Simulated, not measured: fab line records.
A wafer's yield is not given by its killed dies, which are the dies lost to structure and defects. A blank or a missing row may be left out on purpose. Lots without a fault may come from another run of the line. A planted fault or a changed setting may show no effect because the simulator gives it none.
fab line records	flow n5Finfet
[record] lots = 24	wafers = 72	lastDay = 20
route steps=1938 shown BEOL_M1@797
lots untouched by any fault: they come from a run of this same line in which no faults occurred
startH: hours from the record's first day to the start of the lot's first wafer shown	waitH: time in hours since the lot's previous step	" repeats the value in the row above	L1.1+2: several wafers, shown together as one row	- either no value or no given start	* or withheld: withheld	< > ~ a bound
route shown NAME@n: a module of which the file shows steps, and the number in the route of the first	usual: mean and standard deviation over wafers with no fault	same: alike in all rows	chamber/n: place in a boat	sites: each site's reading	_std_site: standard deviation across them	_edge_site: mean of outer sites minus mean of inner sites	radiusMm: for every site, how far away it sits from the centre of the wafer	mask NAME#n: copy n	behind: the tool/chamber that last shaped the wafer	hold: why the lot went on hold/how many hours it stayed there/how the hold came to an end	device: whichever transistor did not switch (one of n, p or np)	end of line: at the end of the route, the tests of the same wafers	for a step that has no rows: nothing shown but its recipe	killed: dies lost to structure and defects at the first sort, not the wafer's yield	map: per-die view of a wafer (x killed, . not killed, _ where there is no die)
set.NAME: the setting the step ran with; set.NAME@STEP: the setting that earlier step ran with	model.NAME: the simulator's own value behind a step, which no gauge read
steps of the route over a sample of lots; a table a step, a row a wafer
services: the hour from which a tool's chamber was out of use, counted from the record's first day as startH (under 0 if before that day), plus the number of hours and why
[[steps]]
[step N5_BEOL_M1_VIA_ETCH_34]
[recipe] chemistry = C4F6/O2	targetDepthA = 678	maskMaterial = SOC	pressureMtorr = 15	ionEnergyEv = 250	taperDeg = 4	timeS = 64.4	sourceW = 350	biasW = 170	Ar_flow_sccm = 300	C4F6_flow_sccm = 10	O2_flow_sccm = 10
[usual] drypumpMotorCurrentA = 5.8/0.47	oesProductAu = 0.80/0.082	rfVppV = 664/14	showerheadPlenumPTorr = 2.84/0.069	throttleValvePct = 30.81/0.27
lot.wafer	tool	chamber	startH	waitH	drypumpMotorCurrentA	oesProductAu	rfHoursCounterH	rfVppV	showerheadPlenumPTorr	throttleValvePct
L074.2	rieDiel-04	0	149.37	0.0	5.8	0.71	209	673	2.81	30.93
L074.3	"	2	"	"	5.4	0.77	121	635	2.75	30.57
L074.4	"	3	"	"	5.8	0.71	213	673	2.84	31.15
L076.3	rieDiel-01	3	150.27	0.0	6.3	0.92	22	658	2.82	30.97
L076.4	"	3	"	"	6.4	0.92	-	658	2.82	30.96
L076.5	"	1	"	"	6.2	0.73	-	666	2.91	30.43
L078.1	rieDiel-01	1	152.36	0.0	6.2	0.73	194	666	2.91	30.42
L078.3	"	2	"	"	5.1	0.86	40	663	2.88	30.42
L078.5	"	3	"	"	6.3	0.91	-	657	2.82	30.97
L077.3	rieDiel-04	1	152.40	0.0	5.7	0.87	48	661	2.77	30.94
L077.4	"	0	"	"	5.8	0.71	210	673	2.81	30.96
L077.5	"	0	"	"	5.8	0.71	-	672	2.81	30.94
L075.1	rieDiel-05	0	152.44	0.0	4.7	0.72	185	658	2.93	30.86
L075.4	"	2	"	"	5.5	0.77	132	654	2.76	31.10
L075.5	"	0	"	"	4.7	0.72	-	659	2.93	30.85
L079.3	rieDiel-01	2	155.74	0.0	5.1	0.87	41	663	2.88	30.41
L079.4	"	1	"	"	6.2	0.73	195	665	2.91	30.41
L079.6	"	0	"	"	6.2	0.71	-	696	2.93	31.16
L080.2	rieDiel-01	3	160.30	0.0	6.3	0.90	25	657	2.82	30.95
L080.4	"	1	"	"	6.2	0.73	196	667	2.91	30.44
L080.6	"	0	"	"	6.2	0.70	-	696	2.92	31.17
L081.2	rieDiel-01	3	180.98	0.0	6.4	0.89	28	658	2.81	30.97
L081.3	"	2	"	"	5.1	0.86	47	664	2.88	30.42
L081.5	"	2	"	"	5.1	0.86	-	663	2.88	30.42
L082.1	rieDiel-01	1	186.37	0.0	6.2	0.72	203	666	2.90	30.43
L082.4	"	0	"	"	6.2	0.70	246	696	2.92	31.19
L082.6	"	2	"	"	5.1	0.85	-	663	2.88	30.43
L083.1	rieDiel-04	0	189.65	0.0	5.8	0.70	220	672	2.80	30.96
L083.2	"	2	"	"	5.5	0.77	132	636	2.75	30.59
L083.6	"	0	"	"	5.8	0.70	-	673	2.80	30.96
L084.2	rieDiel-05	0	204.69	0.0	4.7	0.71	200	660	2.92	30.87
L084.4	"	3	"	"	5.0	0.87	47	655	2.78	30.83
L084.5	"	1	"	"	5.9	0.87	-	661	3.01	31.13
L086.2	rieDiel-01	2	207.90	0.0	5.1	0.84	56	662	2.88	30.43
L086.3	"	3	"	"	6.4	0.88	37	659	2.81	30.99
L086.4	"	2	"	"	5.1	0.85	-	664	2.88	30.45
L085.1	rieDiel-01	2	214.43	0.0	5.1	0.83	59	662	2.87	30.43
L085.3	"	1	"	"	6.2	0.71	213	666	2.90	30.47
L085.6	"	1	"	"	6.2	0.71	-	666	2.90	30.44
L087.3	rieDiel-01	1	219.99	0.0	6.1	0.70	214	665	2.90	30.45
L087.4	"	3	"	"	6.4	0.87	-	658	2.81	31.00
L087.5	"	1	"	"	6.2	0.70	-	666	2.90	30.46
L088.3	rieDiel-01	3	236.16	0.0	6.3	0.87	46	659	2.81	30.99
L088.5	"	1	"	"	6.2	0.70	-	663	2.90	30.47
L088.6	"	0	"	"	6.1	0.95	-	695	2.92	31.05
L089.1	rieDiel-05	2	244.83	0.0	5.5	0.74	157	652	2.75	31.14
L089.3	"	0	"	"	4.7	0.69	212	658	2.92	30.90
L089.4	"	1	"	"	5.9	0.86	69	662	3.00	31.15
L090.1	rieDiel-05	0	245.20	0.0	4.7	0.70	213	660	2.92	30.89
L090.2	"	2	"	"	5.5	0.75	157	651	2.75	31.13
L090.6	"	3	"	"	5.0	0.85	-	654	2.78	30.84
L091.3	rieDiel-01	3	248.25	0.0	6.3	0.87	49	659	2.80	30.99
L091.4	"	2	"	"	5.1	0.83	68	663	2.87	30.45
L091.5	"	3	"	"	6.4	0.87	-	658	2.80	30.99
L092.1	rieDiel-01	0	251.02	0.0	6.1	0.93	8	696	2.92	31.05
L092.3	"	2	"	"	5.1	0.84	69	663	2.87	30.45
L092.6	"	0	"	"	6.1	0.94	-	697	2.92	31.04
L093.3	rieDiel-04	0	254.90	0.0	5.8	0.68	241	672	2.80	30.97
L093.5	"	1	"	"	5.7	0.82	-	661	2.76	30.95
L093.6	"	0	"	"	5.8	0.68	-	671	2.79	30.97
L094.2	rieDiel-04	2	258.23	0.0	5.5	0.75	153	633	2.74	30.61
L094.3	"	0	"	"	5.8	0.68	242	673	2.79	30.97
L094.6	"	0	"	"	5.8	0.68	-	671	2.79	30.97
L095.1	rieDiel-04	3	269.59	0.0	5.9	0.70	244	672	2.82	31.21
L095.2	"	1	"	"	5.7	0.82	87	662	2.75	30.97
L095.3	"	0	"	"	5.8	0.68	247	670	2.79	30.98
L096.1	rieDiel-01	3	270.30	0.0	6.3	0.84	56	660	2.80	30.99
L096.2	"	0	"	"	6.1	0.92	14	696	2.91	31.07
L096.4	"	1	"	"	6.1	0.70	-	663	2.89	30.46
L097.3	rieDiel-04	0	274.61	0.0	5.8	0.68	249	671	2.79	30.97
L097.5	"	1	"	"	5.7	0.82	-	660	2.75	30.98
L097.6	"	2	"	"	5.5	0.75	-	635	2.73	30.62
[step N5_BEOL_M1_OCD_MEAS_38]
[usual] trenchDepthNm = 55.6/1.1
lot.wafer	tool	chamber	startH	waitH	trenchDepthNm
L074.2	ocd-01	-	149.63	-	55.0
L074.3	"	-	"	"	55.1
L074.4	"	-	"	"	54.1
L076.3	ocd-02	-	150.53	-	54.6
L076.4	"	-	"	"	56.2
L076.5	"	-	"	"	57.7
L078.1	ocd-01	-	152.62	-	56.3
L078.3	"	-	"	"	54.9
L078.5	"	-	"	"	54.5
L077.3	ocd-02	-	152.66	-	55.3
L077.4	"	-	"	"	55.8
L077.5	"	-	"	"	55.4
L075.1	ocd-01	-	152.69	-	55.3
L075.4	"	-	"	"	57.1
L075.5	"	-	"	"	55.1
L079.3	ocd-02	-	156.00	-	56.1
L079.4	"	-	"	"	56.4
L079.6	"	-	"	"	55.4
L080.2	ocd-02	-	160.55	-	55.1
L080.4	"	-	"	"	57.2
L080.6	"	-	"	"	55.9
L081.2	ocd-01	-	181.24	-	54.4
L081.3	"	-	"	"	56.1
L081.5	"	-	"	"	56.6
L082.1	ocd-01	-	186.63	-	56.9
L082.4	"	-	"	"	56.6
L082.6	"	-	"	"	56.4
L083.1	ocd-02	-	189.90	-	55.5
L083.2	"	-	"	"	54.4
L083.6	"	-	"	"	54.5
L084.2	ocd-01	-	204.96	-	54.4
L084.4	"	-	"	"	55.1
L084.5	"	-	"	"	56.6
L086.2	ocd-02	-	208.16	-	55.5
L086.3	"	-	"	"	54.3
L086.4	"	-	"	"	55.3
L085.1	ocd-02	-	214.68	-	56.1
L085.3	"	-	"	"	57.3
L085.6	"	-	"	"	56.4
L087.3	ocd-02	-	220.25	-	56.6
L087.4	"	-	"	"	54.8
L087.5	"	-	"	"	56.8
L088.3	ocd-02	-	236.42	-	55.9
L088.5	"	-	"	"	57.1
L088.6	"	-	"	"	57.1
L089.1	ocd-01	-	245.08	-	56.3
L089.3	"	-	"	"	54.6
L089.4	"	-	"	"	56.5
L090.1	ocd-01	-	245.45	-	53.4
L090.2	"	-	"	"	55.4
L090.6	"	-	"	"	55.8
L091.3	ocd-02	-	248.51	-	53.8
L091.4	"	-	"	"	55.7
L091.5	"	-	"	"	54.3
L092.1	ocd-01	-	251.27	-	57.2
L092.3	"	-	"	"	56.4
L092.6	"	-	"	"	58.0
L093.3	ocd-01	-	255.16	-	54.9
L093.5	"	-	"	"	54.9
L093.6	"	-	"	"	54.5
L094.2	ocd-01	-	258.48	-	53.7
L094.3	"	-	"	"	54.6
L094.6	"	-	"	"	53.8
L095.1	ocd-02	-	269.86	-	54.4
L095.2	"	-	"	"	55.0
L095.3	"	-	"	"	53.6
L096.1	ocd-02	-	270.55	-	54.5
L096.2	"	-	"	"	57.2
L096.4	"	-	"	"	57.1
L097.3	ocd-02	-	274.87	-	54.9
L097.5	"	-	"	"	55.1
L097.6	"	-	"	"	55.5
[step N5_BEOL_M1_SURFACE_TREAT_85]
[recipe] gas = Ar	timeS = *	ionEnergyEv = *	ionCurrentMaCm2 = 0.5	pressureMtorr = *	arFlowSccm = 30
[usual] throttleValvePct = *
lot.wafer	tool	chamber	startH	waitH	throttleValvePct
L074.2	pvdSputter-03	-	150.73	0.1	*
L074.3	"	-	"	"	*
L074.4	"	-	"	"	*
L076.3	pvdSputter-01	-	152.11	0.6	*
L076.4	"	-	"	"	*
L076.5	"	-	"	"	*
L078.1	pvdSputter-02	-	153.52	0.1	*
L078.3	"	-	"	"	*
L078.5	"	-	"	"	*
L075.1	pvdSputter-02	-	153.70	0.1	*
L075.4	"	-	"	"	*
L075.5	"	-	"	"	*
L077.3	pvdSputter-02	-	153.74	0.2	*
L077.4	"	-	"	"	*
L077.5	"	-	"	"	*
L079.3	pvdSputter-01	-	156.95	0.2	*
L079.4	"	-	"	"	*
L079.6	"	-	"	"	*
L080.2	pvdSputter-03	-	161.66	0.2	*
L080.4	"	-	"	"	*
L080.6	"	-	"	"	*
L081.2	pvdSputter-02	-	182.22	0.3	*
L081.3	"	-	"	"	*
L081.5	"	-	"	"	*
L082.1	pvdSputter-03	-	187.54	0.2	*
L082.4	"	-	"	"	*
L082.6	"	-	"	"	*
L083.1	pvdSputter-01	-	190.59	0.1	*
L083.2	"	-	"	"	*
L083.6	"	-	"	"	*
L084.2	pvdSputter-02	-	205.94	0.2	*
L084.4	"	-	"	"	*
L084.5	"	-	"	"	*
L086.2	pvdSputter-01	-	209.13	0.2	*
L086.3	"	-	"	"	*
L086.4	"	-	"	"	*
L085.1	pvdSputter-03	-	215.78	0.3	*
L085.3	"	-	"	"	*
L085.6	"	-	"	"	*
L087.3	pvdSputter-03	-	220.87	0.2	*
L087.4	"	-	"	"	*
L087.5	"	-	"	"	*
L088.3	pvdSputter-01	-	237.10	0.2	*
L088.5	"	-	"	"	*
L088.6	"	-	"	"	*
L089.1	pvdSputter-02	-	245.86	0.2	*
L089.3	"	-	"	"	*
L089.4	"	-	"	"	*
L090.1	pvdSputter-02	-	246.22	0.2	*
L090.2	"	-	"	"	*
L090.6	"	-	"	"	*
L091.3	pvdSputter-01	-	249.16	0.1	*
L091.4	"	-	"	"	*
L091.5	"	-	"	"	*
L092.1	pvdSputter-02	-	252.48	0.3	*
L092.3	"	-	"	"	*
L092.6	"	-	"	"	*
L093.3	pvdSputter-01	-	256.36	0.4	*
L093.5	"	-	"	"	*
L093.6	"	-	"	"	*
L094.2	pvdSputter-02	-	259.25	0.2	*
L094.3	"	-	"	"	*
L094.6	"	-	"	"	*
L095.1	pvdSputter-03	-	270.81	0.4	*
L095.2	"	-	"	"	*
L095.3	"	-	"	"	*
L096.1	pvdSputter-01	-	271.09	0.1	*
L096.2	"	-	"	"	*
L096.4	"	-	"	"	*
L097.3	pvdSputter-03	-	275.66	0.2	*
L097.5	"	-	"	"	*
L097.6	"	-	"	"	*
[step N5_BEOL_M1_SPUTTER_86]
[recipe] material = Cu	targetThkA = 45	tempC = -20	chamberPressurePa = 0.07	powerW = withheld	timeS = 8.29
[usual] chuckGasFlowSccm = 1.26/0.048	susceptorTempC = -20.00/0.11	throttleValvePct = 29.8/0.91
lot.wafer	tool	chamber	startH	waitH	chuckGasFlowSccm	susceptorTempC	throttleValvePct
L074.2	pvdSputter-03	-	151.73	0.1	1.26	-20.19	31.4
L074.3	"	-	"	"	1.24	-19.95	30.1
L074.4	"	-	"	"	1.26	-19.98	29.1
L076.3	pvdSputter-01	-	153.23	0.1	1.21	-19.85	31.5
L076.4	"	-	"	"	1.27	-20.07	29.9
L076.5	"	-	"	"	1.30	-20.17	30.0
L078.1	pvdSputter-03	-	154.42	0.1	1.25	-19.93	29.3
L078.3	"	-	"	"	1.27	-19.92	31.4
L078.5	"	-	"	"	1.31	-20.01	30.1
L075.1	pvdSputter-02	-	154.59	0.1	1.28	-20.00	29.5
L075.4	"	-	"	"	1.25	-19.97	28.6
L075.5	"	-	"	"	1.17	-19.94	28.4
L077.3	pvdSputter-01	-	155.11	0.1	1.33	-20.02	29.9
L077.4	"	-	"	"	1.30	-19.91	31.4
L077.5	"	-	"	"	1.25	-19.85	28.6
L079.3	pvdSputter-01	-	159.61	0.1	1.21	-20.04	28.7
L079.4	"	-	"	"	1.37	-19.86	29.0
L079.6	"	-	"	"	1.22	-20.17	31.3
L080.2	pvdSputter-01	-	162.59	0.1	1.26	-19.85	31.7
L080.4	"	-	"	"	1.27	-19.95	30.0
L080.6	"	-	"	"	1.31	-19.99	31.5
L081.2	pvdSputter-03	-	183.16	0.1	1.24	-19.88	29.8
L081.3	"	-	"	"	1.24	-20.05	30.0
L081.5	"	-	"	"	1.19	-19.91	29.9
L082.1	pvdSputter-02	-	188.60	0.1	1.25	-20.01	29.1
L082.4	"	-	"	"	1.30	-20.06	29.5
L082.6	"	-	"	"	1.28	-19.94	29.7
L083.1	pvdSputter-02	-	191.54	0.1	1.18	-19.94	28.5
L083.2	"	-	"	"	1.17	-19.94	29.6
L083.6	"	-	"	"	1.35	-20.05	29.6
L084.2	pvdSputter-03	-	206.92	0.1	1.30	-19.98	31.2
L084.4	"	-	"	"	1.27	-19.83	29.7
L084.5	"	-	"	"	1.24	-19.82	29.9
L086.2	pvdSputter-02	-	210.35	0.1	1.34	-19.87	29.1
L086.3	"	-	"	"	1.29	-19.94	28.6
L086.4	"	-	"	"	1.27	-19.84	29.8
L085.1	pvdSputter-03	-	216.91	0.1	1.24	-20.00	28.9
L085.3	"	-	"	"	1.30	-20.00	30.2
L085.6	"	-	"	"	1.25	-19.99	31.3
L087.3	pvdSputter-01	-	221.85	0.1	1.19	-19.97	28.5
L087.4	"	-	"	"	1.25	-20.01	28.6
L087.5	"	-	"	"	1.25	-19.96	28.8
L088.3	pvdSputter-01	-	238.18	0.1	1.29	-20.03	28.8
L088.5	"	-	"	"	1.31	-19.84	29.8
L088.6	"	-	"	"	1.23	-19.87	31.2
L089.1	pvdSputter-03	-	246.81	0.1	1.24	-19.81	30.1
L089.3	"	-	"	"	1.18	-20.21	31.3
L089.4	"	-	"	"	1.20	-20.04	30.1
L090.1	pvdSputter-02	-	247.36	0.1	1.20	-19.93	28.5
L090.2	"	-	"	"	1.22	-19.84	29.9
L090.6	"	-	"	"	1.29	-20.08	29.7
L091.3	pvdSputter-01	-	250.14	0.1	1.29	-19.88	31.3
L091.4	"	-	"	"	1.26	-19.92	30.2
L091.5	"	-	"	"	1.32	-19.94	30.1
L092.1	pvdSputter-02	-	253.38	0.1	1.33	-20.00	28.4
L092.3	"	-	"	"	1.23	-20.11	29.7
L092.6	"	-	"	"	1.26	-19.88	29.6
L093.3	pvdSputter-02	-	257.50	0.1	1.29	-20.15	29.5
L093.5	"	-	"	"	1.19	-20.01	29.2
L093.6	"	-	"	"	1.19	-20.15	29.9
L094.2	pvdSputter-01	-	260.35	0.1	1.24	-19.99	31.2
L094.3	"	-	"	"	1.29	-20.07	28.7
L094.6	"	-	"	"	1.24	-20.07	29.9
L095.1	pvdSputter-01	-	271.97	0.1	1.17	-19.95	28.6
L095.2	"	-	"	"	1.30	-20.03	29.9
L095.3	"	-	"	"	1.25	-19.89	31.6
L096.1	pvdSputter-02	-	273.68	0.1	1.26	-20.05	29.7
L096.2	"	-	"	"	1.18	-19.98	28.7
L096.4	"	-	"	"	1.18	-20.02	30.1
L097.3	pvdSputter-03	-	276.60	0.1	1.24	-20.00	29.9
L097.5	"	-	"	"	1.27	-20.00	31.3
L097.6	"	-	"	"	1.23	-20.05	30.1
[step N5_BEOL_M1_ANNEAL_91]
[recipe] tempC = 400	timeS = 240	ambient = vacuum
[usual] heaterPowerW = 847/120	susceptorTempC = 400.01/0.24
lot.wafer	tool	chamber	startH	waitH	heaterPowerW	susceptorTempC
L074.2	pvdSputter-03	-	152.25	0.0	765	400.26
L074.3	"	-	"	"	698	399.85
L074.4	"	-	"	"	1063	400.30
L076.3	pvdSputter-01	-	153.75	0.0	877	400.29
L076.4	"	-	"	"	785	400.21
L076.5	"	-	"	"	787	399.95
L078.1	pvdSputter-03	-	154.94	0.0	1066	400.01
L078.3	"	-	"	"	805	400.00
L078.5	"	-	"	"	831	399.70
L075.1	pvdSputter-02	-	155.11	0.0	737	400.26
L075.4	"	-	"	"	809	399.79
L075.5	"	-	"	"	795	399.64
L077.3	pvdSputter-01	-	155.63	0.0	824	399.72
L077.4	"	-	"	"	866	399.90
L077.5	"	-	"	"	720	400.36
L079.3	pvdSputter-01	-	160.13	0.0	739	400.18
L079.4	"	-	"	"	725	399.87
L079.6	"	-	"	"	878	399.91
L080.2	pvdSputter-01	-	163.11	0.0	895	399.88
L080.4	"	-	"	"	800	399.88
L080.6	"	-	"	"	880	399.79
L081.2	pvdSputter-03	-	183.68	0.0	859	399.94
L081.3	"	-	"	"	701	399.98
L081.5	"	-	"	"	707	400.57
L082.1	pvdSputter-02	-	189.12	0.0	907	400.59
L082.4	"	-	"	"	745	399.86
L082.6	"	-	"	"	1076	400.17
L083.1	pvdSputter-02	-	192.06	0.0	789	400.37
L083.2	"	-	"	"	758	400.24
L083.6	"	-	"	"	914	399.97
L084.2	pvdSputter-03	-	207.44	0.0	803	400.04
L084.4	"	-	"	"	837	399.82
L084.5	"	-	"	"	847	399.62
L086.2	pvdSputter-02	-	210.87	0.0	897	400.11
L086.3	"	-	"	"	795	399.97
L086.4	"	-	"	"	1087	400.31
L085.1	pvdSputter-03	-	217.43	0.0	1061	399.96
L085.3	"	-	"	"	855	399.92
L085.6	"	-	"	"	785	400.14
L087.3	pvdSputter-01	-	222.37	0.0	795	400.08
L087.4	"	-	"	"	723	400.09
L087.5	"	-	"	"	793	400.30
L088.3	pvdSputter-01	-	238.70	0.0	800	400.11
L088.5	"	-	"	"	792	400.40
L088.6	"	-	"	"	864	400.33
L089.1	pvdSputter-03	-	247.33	0.0	845	400.33
L089.3	"	-	"	"	778	399.95
L089.4	"	-	"	"	688	400.12
L090.1	pvdSputter-02	-	247.88	0.0	813	399.63
L090.2	"	-	"	"	1092	400.18
L090.6	"	-	"	"	751	400.14
L091.3	pvdSputter-01	-	250.66	0.0	889	399.71
L091.4	"	-	"	"	815	399.31
L091.5	"	-	"	"	801	400.06
L092.1	pvdSputter-02	-	253.90	0.0	813	400.01
L092.3	"	-	"	"	1093	399.83
L092.6	"	-	"	"	887	400.19
L093.3	pvdSputter-02	-	258.02	0.0	871	399.98
L093.5	"	-	"	"	908	400.04
L093.6	"	-	"	"	1080	399.79
L094.2	pvdSputter-01	-	260.87	0.0	878	400.39
L094.3	"	-	"	"	742	400.02
L094.6	"	-	"	"	795	399.66
L095.1	pvdSputter-01	-	272.49	0.0	796	399.89
L095.2	"	-	"	"	792	399.76
L095.3	"	-	"	"	873	400.14
L096.1	pvdSputter-02	-	274.20	0.0	761	400.15
L096.2	"	-	"	"	811	400.37
L096.4	"	-	"	"	1087	399.93
L097.3	pvdSputter-03	-	277.12	0.0	675	400.23
L097.5	"	-	"	"	806	399.93
L097.6	"	-	"	"	685	400.18
[step N5_BEOL_M1_SPUTTER_94]
[recipe] material = Cu	targetThkA = 45	tempC = -20	chamberPressurePa = 0.07	powerW = withheld	timeS = 8.29
[usual] chuckGasFlowSccm = 1.26/0.052	susceptorTempC = -20.01/0.095	throttleValvePct = 29.7/0.92
lot.wafer	tool	chamber	startH	waitH	chuckGasFlowSccm	susceptorTempC	throttleValvePct
L074.2	pvdSputter-03	-	152.61	0.1	1.30	-20.00	31.2
L074.3	"	-	"	"	1.24	-20.00	30.0
L074.4	"	-	"	"	1.27	-20.09	29.1
L076.3	pvdSputter-01	-	154.11	0.1	1.24	-19.93	31.2
L076.4	"	-	"	"	1.27	-20.04	29.9
L076.5	"	-	"	"	1.32	-19.95	30.2
L078.1	pvdSputter-03	-	155.30	0.1	1.30	-19.98	29.3
L078.3	"	-	"	"	1.16	-20.11	31.3
L078.5	"	-	"	"	1.21	-19.98	30.2
L075.1	pvdSputter-02	-	155.47	0.1	1.21	-20.10	29.5
L075.4	"	-	"	"	1.22	-20.01	28.4
L075.5	"	-	"	"	1.26	-20.07	28.4
L077.3	pvdSputter-01	-	155.99	0.1	1.26	-20.09	30.1
L077.4	"	-	"	"	1.23	-19.99	31.2
L077.5	"	-	"	"	1.30	-20.12	28.6
L079.3	pvdSputter-01	-	160.49	0.1	1.27	-19.99	28.9
L079.4	"	-	"	"	1.34	-19.99	28.7
L079.6	"	-	"	"	1.33	-19.94	31.4
L080.2	pvdSputter-01	-	163.47	0.1	1.20	-20.10	31.5
L080.4	"	-	"	"	1.28	-19.95	30.0
L080.6	"	-	"	"	1.32	-20.01	31.6
L081.2	pvdSputter-03	-	184.04	0.1	1.23	-20.17	29.8
L081.3	"	-	"	"	1.24	-19.95	30.1
L081.5	"	-	"	"	1.20	-19.97	29.8
L082.1	pvdSputter-02	-	189.48	0.1	1.20	-19.84	29.3
L082.4	"	-	"	"	1.12	-19.93	29.5
L082.6	"	-	"	"	1.34	-19.82	29.7
L083.1	pvdSputter-02	-	192.42	0.1	1.25	-20.14	28.2
L083.2	"	-	"	"	1.31	-20.01	29.3
L083.6	"	-	"	"	1.35	-20.08	29.4
L084.2	pvdSputter-03	-	207.80	0.1	1.31	-20.23	31.2
L084.4	"	-	"	"	1.28	-19.96	30.0
L084.5	"	-	"	"	1.30	-20.04	29.9
L086.2	pvdSputter-02	-	211.23	0.1	1.29	-20.03	29.3
L086.3	"	-	"	"	1.19	-19.91	28.5
L086.4	"	-	"	"	1.23	-20.23	29.6
L085.1	pvdSputter-03	-	217.79	0.1	1.30	-19.99	29.0
L085.3	"	-	"	"	1.18	-20.22	29.9
L085.6	"	-	"	"	1.24	-19.98	31.4
L087.3	pvdSputter-01	-	222.73	0.1	1.25	-20.13	28.6
L087.4	"	-	"	"	1.36	-20.13	28.6
L087.5	"	-	"	"	1.32	-19.94	29.0
L088.3	pvdSputter-01	-	239.06	0.1	1.15	-20.06	28.5
L088.5	"	-	"	"	1.28	-20.01	30.0
L088.6	"	-	"	"	1.31	-20.04	31.2
L089.1	pvdSputter-03	-	247.69	0.1	1.22	-20.06	30.1
L089.3	"	-	"	"	1.32	-19.94	31.5
L089.4	"	-	"	"	1.31	-19.99	29.7
L090.1	pvdSputter-02	-	248.24	0.1	1.22	-19.96	28.5
L090.2	"	-	"	"	1.28	-19.99	29.8
L090.6	"	-	"	"	1.24	-20.06	29.4
L091.3	pvdSputter-01	-	251.02	0.1	1.25	-20.01	31.6
L091.4	"	-	"	"	1.32	-20.13	29.9
L091.5	"	-	"	"	1.27	-20.06	29.9
L092.1	pvdSputter-02	-	254.26	0.1	1.33	-20.15	28.7
L092.3	"	-	"	"	1.23	-20.07	29.8
L092.6	"	-	"	"	1.26	-19.99	29.1
L093.3	pvdSputter-02	-	258.38	0.1	1.26	-19.92	29.6
L093.5	"	-	"	"	1.26	-19.93	29.3
L093.6	"	-	"	"	1.35	-20.15	29.8
L094.2	pvdSputter-01	-	261.23	0.1	1.24	-20.06	31.7
L094.3	"	-	"	"	1.21	-20.29	28.4
L094.6	"	-	"	"	1.23	-20.08	29.7
L095.1	pvdSputter-01	-	272.85	0.1	1.30	-19.98	28.4
L095.2	"	-	"	"	1.26	-19.92	29.9
L095.3	"	-	"	"	1.24	-20.02	31.3
L096.1	pvdSputter-02	-	274.56	0.1	1.28	-20.10	29.5
L096.2	"	-	"	"	1.28	-19.97	28.4
L096.4	"	-	"	"	1.22	-19.98	29.9
L097.3	pvdSputter-03	-	277.48	0.1	1.22	-19.99	30.1
L097.5	"	-	"	"	1.21	-19.97	31.4
L097.6	"	-	"	"	1.10	-19.89	29.8
[[services]]
tool	chamber	startH	hours	kind
pvdSputter-02	-	134.10	2.2	repair
pvdSputter-01	-	135.91	8.5	repair
pvdSputter-03	-	147.37	0.7	repair
rieDiel-01	3	160.50	4.9	repair
rieDiel-01	0	198.60	-	clean
rieDiel-01	0	198.60	-	consumableReplace:focusRing
rieDiel-01	0	198.60	23.9	scheduledDown
rieDiel-01	0	198.60	23.9	ventCycle
rieDiel-04	2	222.58	4.9	repair
rieDiel-05	-	223.92	0.2	repair
rieDiel-01	-	240.37	5.9	repair
rieDiel-01	2	252.91	26.0	repair
rieDiel-01	-	253.32	6.4	repair
[[key]]
fault none
